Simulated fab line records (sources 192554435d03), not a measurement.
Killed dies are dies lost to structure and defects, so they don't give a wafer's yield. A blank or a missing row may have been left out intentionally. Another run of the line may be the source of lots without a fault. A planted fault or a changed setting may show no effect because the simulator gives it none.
Chamber matching / flow n5-finfet / N5_BEOL_M11_CVD_75 on cvd-co-01 has 3 sister chambers
The step deposits Co from CCTBA/H2, target thk 2 nm, time 138.9 s. 6 wafers are shown with their chamber, then 6 later ones without.

EACH WAFER AND ITS CHAMBER
wafer=L324.1; chamber=0; run-length-s (s)=161.3
wafer=L325.2; chamber=0; run-length-s (s)=161.4
wafer=L332.5; chamber=2; run-length-s (s)=162.2
wafer=L343.2; chamber=1; run-length-s (s)=161.3
wafer=L343.3; chamber=2; run-length-s (s)=163.0
wafer=L343.5; chamber=1; run-length-s (s)=161.6

WAFERS WHOSE CHAMBER IS MISSING
wafer=L341.1; run-length-s (s)=162.4
wafer=L341.4; run-length-s (s)=161.1
wafer=L341.5; run-length-s (s)=161.4
wafer=L344.1; run-length-s (s)=162.2
wafer=L344.2; run-length-s (s)=161.8
wafer=L344.3; run-length-s (s)=161.5

EACH ONE'S CHAMBER
wafer=L341.1; from the rows above=2; in truth=2
wafer=L341.4; from the rows above=can't be placed: 0 or 1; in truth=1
wafer=L341.5; from the rows above=can't be placed: 0 or 1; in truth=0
wafer=L344.1; from the rows above=can't be placed: 2 or 1 or 0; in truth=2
wafer=L344.2; from the rows above=can't be placed: 1 or 0 or 2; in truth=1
wafer=L344.3; from the rows above=can't be placed: 1 or 0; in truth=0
1 of 6 placed correctly. From these rows, 5 cannot be placed; in 5 the true chamber is one of the candidates. Wrongly placed: 0.
How it was worked out, from the rows above alone: a wafer's distance from a chamber is the root of the sum, over the readings, of the square of ((its reading less the chamber's mean) divided by the reading's scatter). If the next closest chamber is less than 2 further off than the closest, the wafer can't be placed; otherwise it belongs to the closest. The mean given for a chamber averages the wafers shown for that chamber. How the scatter is found: for the shown wafers, subtract from each reading the mean of its chamber, square and add these, divide the total by (wafers less chambers), then take the root.
